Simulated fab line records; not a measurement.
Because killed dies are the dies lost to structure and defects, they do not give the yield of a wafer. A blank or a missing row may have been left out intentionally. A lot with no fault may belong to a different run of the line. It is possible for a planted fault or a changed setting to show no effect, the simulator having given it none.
Matching of chambers + flow nand harc + NHARC_A_M1_DESCUM_14 on rie diel-08: 4 sister chambers
The step chemistry O2, time 3 s. 4 wafers are shown with their chamber, then 7 later ones without.

## WAFERS, EACH WITH ITS CHAMBER
| wafer  | chamber | drypump motor current A (A) |
|--------|---------|-----------------------------|
| L086.4 | 3       | 6.36                        |
| L086.6 | 1       | 5.62                        |
| L088.1 | 0       | 5.61                        |
| L088.4 | 2       | 5.57                        |

## WAFERS WITH NO CHAMBER GIVEN
| wafer  | drypump motor current A (A) |
|--------|-----------------------------|
| L088.6 | 5.58                        |
| L089.4 | 5.57                        |
| L089.5 | 5.59                        |
| L089.6 | 5.61                        |
| L097.1 | 5.61                        |
| L097.3 | 5.62                        |
| L097.4 | 5.54                        |

## CHAMBER TAKEN BY EACH
| wafer  | from the rows above          | in truth |
|--------|------------------------------|----------|
| L088.6 | can't be placed: 2 or 0      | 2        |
| L089.4 | 2                            | 2        |
| L089.5 | can't be placed: 2 or 0 or 1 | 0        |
| L089.6 | can't be placed: 0 or 1      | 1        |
| L097.1 | can't be placed: 0 or 1      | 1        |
| L097.3 | can't be placed: 1 or 0      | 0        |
| L097.4 | 2                            | 2        |
Placed correctly: 2 of 7. From these rows, 5 cannot be placed; in 5 the true chamber is one of the candidates. Placed wrongly: 0.
How it was worked out, from the rows above alone: a wafer's distance from a chamber is the root of the sum, over the readings, of the square of ((its reading less the chamber's mean) divided by the reading's scatter). If the next closest chamber is less than 2 further off than the closest, the wafer can't be placed; otherwise it belongs to the closest. For every chamber, the mean is computed from those of its wafers that are shown. The scatter (one wafer shown for each chamber): square how far every hidden wafer sits from the nearest shown wafer, average those squares and take the square root.
